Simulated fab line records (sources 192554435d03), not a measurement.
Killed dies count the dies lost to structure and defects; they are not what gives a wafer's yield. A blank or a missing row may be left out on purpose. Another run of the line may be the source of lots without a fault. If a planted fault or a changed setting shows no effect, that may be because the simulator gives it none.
Which tool is to blame? | flow n5_finfet | 24 lots with 72 wafers sampled at 4 steps, on a route of 1938 steps

## WHAT EACH GAUGE READ, for each wafer
N5_GATE_CUT_INSPECT_26: inspects for defects (darkfield).
lot  | measured     | on                | raw_defect_count
L074 | day 4 13:46  | defect_inspect-02 | 70 42 70
L075 | day 4 20:48  | defect_inspect-02 | 35 34 35
L076 | day 5 03:36  | defect_inspect-01 | 74 106 87
L077 | day 5 09:50  | defect_inspect-02 | 44 51 56
L078 | day 5 16:53  | defect_inspect-02 | 61 70 62
L079 | day 6 02:57  | defect_inspect-02 | 43 84 47
L080 | day 6 04:10  | defect_inspect-01 | 32 79 41
L081 | day 6 10:35  | defect_inspect-02 | 20 17 34
L082 | day 6 14:38  | defect_inspect-01 | 53 33 38
L083 | day 6 18:57  | defect_inspect-01 | 53 25 53
L084 | day 7 02:44  | defect_inspect-02 | 17 49 29
L085 | day 7 15:12  | defect_inspect-02 | 51 23 38
L086 | day 7 18:34  | defect_inspect-01 | 26 48 37
L087 | day 7 21:38  | defect_inspect-01 | 49 45 72
L088 | day 8 08:53  | defect_inspect-01 | 74 39 63
L089 | day 8 11:16  | defect_inspect-01 | 29 28 33
L090 | day 8 14:10  | defect_inspect-01 | 44 118 38
L091 | day 8 23:50  | defect_inspect-01 | 34 32 35
L092 | day 9 07:14  | defect_inspect-02 | 42 77 23
L093 | day 9 10:36  | defect_inspect-01 | 71 72 91
L094 | day 9 18:27  | defect_inspect-02 | 79 73 45
L095 | day 9 23:01  | defect_inspect-01 | 46 34 41
L096 | day 10 03:53 | defect_inspect-02 | 33 27 43
L097 | day 10 10:57 | defect_inspect-02 | 45 17 39

## WHAT TOOL EACH LOT RAN ON (gives the tool, then ch and the chambers of the sampled wafers, and finally the start)
lot  | N5_GATE_CUT_STRIP_59               | N5_GATE_CUT_SAC_CAP_01            | N5_GATE_CUT_CMP_43
L074 | rie_diel-06 ch 1,3, day 4 06:34    | ald_sin-03 ch 0,3, day 4 06:47    | cmp-04 ch 1,3, day 4 13:08
L075 | rie_diel-04 ch 1,2,3, day 4 13:56  | ald_sin-01 ch 0,1, day 4 14:09    | cmp-03 ch 1,2,3, day 4 20:14
L076 | rie_diel-04 ch 1,2, day 4 20:31    | ald_sin-02 ch 0,1,2, day 4 20:44  | cmp-01 ch 0,1,2, day 5 03:08
L077 | rie_diel-04 ch 1,2, day 5 02:48    | ald_sin-03 ch 0,3, day 5 03:01    | cmp-04 ch 1,3, day 5 09:12
L078 | rie_diel-02 ch 0,2, day 5 10:14    | ald_sin-02 ch 0,1,2, day 5 10:28  | cmp-01 ch 0,2,3, day 5 16:15
L079 | rie_diel-02 ch 1,2,3, day 5 19:40  | ald_sin-02 ch 0,1,3, day 5 20:00  | cmp-03 ch 0,1,3, day 6 02:19
L080 | rie_diel-02 ch 0,1, day 5 21:31    | ald_sin-01 ch 0,3, day 5 21:44    | cmp-03 ch 1,2, day 6 03:32
L081 | rie_diel-06 ch 0,2, day 6 03:49    | ald_sin-02 ch 1,2, day 6 04:02    | cmp-04 ch 0,3, day 6 09:52
L082 | rie_diel-06 ch 0,3, day 6 07:42    | ald_sin-03 ch 0,1, day 6 07:55    | cmp-01 ch 2,3, day 6 14:01
L083 | rie_diel-04 ch 1,2,3, day 6 12:16  | ald_sin-02 ch 1,2, day 6 12:29    | cmp-01 ch 1,3, day 6 18:19
L084 | rie_diel-02 ch 1,2,3, day 6 19:58  | ald_sin-01 ch 0,2,3, day 6 20:11  | cmp-03 ch 0,2, day 7 02:01
L085 | rie_diel-02 ch 0,1,2, day 7 08:26  | ald_sin-03 ch 0,1, day 7 08:39    | cmp-01 ch 0,1, day 7 14:29
L086 | rie_diel-04 ch 1,3, day 7 11:23    | ald_sin-02 ch 1,3, day 7 11:55    | cmp-04 ch 0,2, day 7 17:56
L087 | rie_diel-02 ch 1,2, day 7 14:43    | ald_sin-03 ch 1,2,3, day 7 15:04  | cmp-03 ch 0,2,3, day 7 21:10
L088 | rie_diel-04 ch 1,2,3, day 8 01:06  | ald_sin-03 ch 0,2,3, day 8 01:19  | cmp-03 ch 0,1,3, day 8 08:11
L089 | rie_diel-04 ch 0,1,3, day 8 04:35  | ald_sin-03 ch 1,2,3, day 8 04:51  | cmp-03 ch 0,2, day 8 10:38
L090 | rie_diel-04 ch 0,1,3, day 8 07:21  | ald_sin-03 ch 1,3, day 8 07:34    | cmp-04 ch 0,2, day 8 13:32
L091 | rie_diel-02 ch 0,3, day 8 16:35    | ald_sin-01 ch 0,1,2, day 8 17:07  | cmp-04 ch 0,1,2, day 8 23:13
L092 | rie_diel-06 ch 0,3, day 8 21:44    | ald_sin-03 ch 0,2,3, day 9 00:16  | cmp-04 ch 0,2,3, day 9 06:31
L093 | rie_diel-02 ch 0,1, day 9 03:57    | ald_sin-01 ch 0,3, day 9 04:10    | cmp-01 ch 0,2,3, day 9 09:58
L094 | rie_diel-02 ch 0,1,2, day 9 11:39  | ald_sin-01 ch 2,3, day 9 11:52    | cmp-03 ch 0,1,3, day 9 17:54
L095 | rie_diel-06 ch 0,2,3, day 9 16:01  | ald_sin-02 ch 1,2,3, day 9 16:31  | cmp-03 ch 0,2,3, day 9 22:18
L096 | rie_diel-04 ch 1,2,3, day 9 20:52  | ald_sin-01 ch 0,2,3, day 9 21:14  | cmp-04 ch 0,1,3, day 10 03:10
L097 | rie_diel-04 ch 1,2,3, day 10 04:05 | ald_sin-02 ch 0,1,2, day 10 04:19 | cmp-01 ch 2,3, day 10 10:19
- N5_GATE_CUT_STRIP_59: strips in N2/H2, time 20 s.
- N5_GATE_CUT_SAC_CAP_01: material SiNx, target thk 24 nm, pulse time 1 s, ald cycles 480.
- N5_GATE_CUT_CMP_43: polishes SiO2.

## WHAT THE TOOLS THEMSELVES READ (means of the sampled wafers that have a number; where no wafer has one, the mark that the record gives instead)
N5_GATE_CUT_STRIP_59.
lot  | tool        | drypump_motor_current_A (A) | oes_product_au (a.u.) | rf_vpp_V (V) | showerhead_plenum_p_Torr (Torr) | throttle_valve_pct (%)
L074 | rie_diel-06 | 5.1                         | 0.72                  | 46.1         | 3.44                            | 12.3
L075 | rie_diel-04 | 5.5                         | 0.82                  | 44.7         | 3.45                            | 12.2
L076 | rie_diel-04 | 5.3                         | 0.88                  | 45.1         | 3.44                            | 12.0
L077 | rie_diel-04 | 5.3                         | 0.82                  | 45.1         | 3.42                            | 12.2
L078 | rie_diel-02 | 5.7                         | 0.70                  | 44.5         | 3.30                            | 12.5
L079 | rie_diel-02 | 5.8                         | 0.71                  | 45.8         | 3.39                            | 12.4
L080 | rie_diel-02 | 5.9                         | 0.69                  | 45.0         | 3.18                            | 12.2
L081 | rie_diel-06 | 4.7                         | 0.70                  | 45.4         | 3.21                            | 12.6
L082 | rie_diel-06 | 4.8                         | 0.72                  | 44.9         | 3.41                            | 12.4
L083 | rie_diel-04 | 5.5                         | 0.80                  | 46.0         | 3.44                            | 12.3
L084 | rie_diel-02 | 5.8                         | 0.70                  | 45.3         | 3.38                            | 12.4
L085 | rie_diel-02 | 5.8                         | 0.80                  | 44.6         | 3.42                            | 12.1
L086 | rie_diel-04 | 5.7                         | 0.74                  | 45.8         | 3.44                            | 12.5
L087 | rie_diel-02 | 5.8                         | 0.69                  | 44.5         | 3.28                            | 12.2
L088 | rie_diel-04 | 5.5                         | 0.78                  | 45.1         | 3.43                            | 12.3
L089 | rie_diel-04 | 5.6                         | 0.81                  | 44.8         | 3.43                            | 12.2
L090 | rie_diel-04 | 5.6                         | 0.81                  | 44.7         | 3.43                            | 12.2
L091 | rie_diel-02 | 5.8                         | 0.87                  | 45.5         | 3.54                            | 12.2
L092 | rie_diel-06 | 4.8                         | 0.71                  | 45.6         | 3.40                            | 12.4
L093 | rie_diel-02 | 5.9                         | 0.76                  | 45.4         | 3.30                            | 12.0
L094 | rie_diel-02 | 5.8                         | 0.77                  | 45.4         | 3.41                            | 12.2
L095 | rie_diel-06 | 4.7                         | 0.80                  | 44.9         | 3.43                            | 12.3
L096 | rie_diel-04 | 5.5                         | 0.78                  | 44.5         | 3.42                            | 12.3
L097 | rie_diel-04 | 5.5                         | 0.78                  | 46.0         | 3.42                            | 12.3

N5_GATE_CUT_SAC_CAP_01.
lot  | tool       | heater_power_w (W) | precursor_pulse_height_rel
L074 | ald_sin-03 | 896                | 0.993
L075 | ald_sin-01 | 920                | 1.015
L076 | ald_sin-02 | 818                | 0.985
L077 | ald_sin-03 | 900                | 1.017
L078 | ald_sin-02 | 825                | 0.993
L079 | ald_sin-02 | 827                | 0.998
L080 | ald_sin-01 | 872                | 0.987
L081 | ald_sin-02 | 820                | 1.012
L082 | ald_sin-03 | 906                | 1.003
L083 | ald_sin-02 | 824                | 0.999
L084 | ald_sin-01 | 785                | 1.002
L085 | ald_sin-03 | 880                | 0.990
L086 | ald_sin-02 | 866                | 0.991
L087 | ald_sin-03 | 840                | 0.994
L088 | ald_sin-03 | 859                | 1.004
L089 | ald_sin-03 | 849                | 1.000
L090 | ald_sin-03 | 876                | 1.009
L091 | ald_sin-01 | 837                | 0.989
L092 | ald_sin-03 | 844                | 1.001
L093 | ald_sin-01 | 797                | 1.009
L094 | ald_sin-01 | 686                | 1.002
L095 | ald_sin-02 | 860                | 1.007
L096 | ald_sin-01 | 794                | 0.980
L097 | ald_sin-02 | 824                | 0.997

N5_GATE_CUT_CMP_43.
lot  | tool   | edge_zone_pressure_frac | motor_current_A (A)
L074 | cmp-04 | 0.994                   | 11.8
L075 | cmp-03 | 1.000                   | 11.4
L076 | cmp-01 | 0.998                   | 11.6
L077 | cmp-04 | 0.994                   | 11.8
L078 | cmp-01 | 1.000                   | 12.0
L079 | cmp-03 | 1.000                   | 10.6
L080 | cmp-03 | 1.003                   | 10.9
L081 | cmp-04 | 1.000                   | 11.4
L082 | cmp-01 | 1.001                   | 13.1
L083 | cmp-01 | 0.999                   | 13.9
L084 | cmp-03 | 1.000                   | 10.9
L085 | cmp-01 | 0.999                   | 12.4
L086 | cmp-04 | 0.995                   | 12.6
L087 | cmp-03 | 1.004                   | 11.0
L088 | cmp-03 | 1.002                   | 11.5
L089 | cmp-03 | 0.999                   | 10.6
L090 | cmp-04 | 1.001                   | 12.9
L091 | cmp-04 | 1.000                   | 12.1
L092 | cmp-04 | 1.002                   | 12.2
L093 | cmp-01 | 1.001                   | 12.2
L094 | cmp-03 | 1.001                   | 11.2
L095 | cmp-03 | 0.999                   | 11.6
L096 | cmp-04 | 0.999                   | 11.5
L097 | cmp-01 | 1.001                   | 12.2

## THE ANSWER, worked out from the rows above alone
Rule: the lots themselves supply what counts as usual. Put in order of their means at a reading, lots are off if they are a third of the lots or fewer, leave a main group of 4 or more, and stand apart from it by a gap of 3 or more times the standard deviation of the main group's means; of several such gaps the widest counts. A main group whose means are all the same, to the digits that the tables above print for the reading, isn't used. A lot without any number at a reading at which 4 lots or more have one is off too. The other lots that the step has rows for count as sound. First the gauges in route order, then the tools' own readings, where a lot's mean is used as printed above. At the first step where some lot is off, the reading lying furthest off is the one used; lots without a number count as furthest.
None of the lots is off at any reading shown; this tells nothing.

## WHAT THE SIMULATOR HAD PUT IN
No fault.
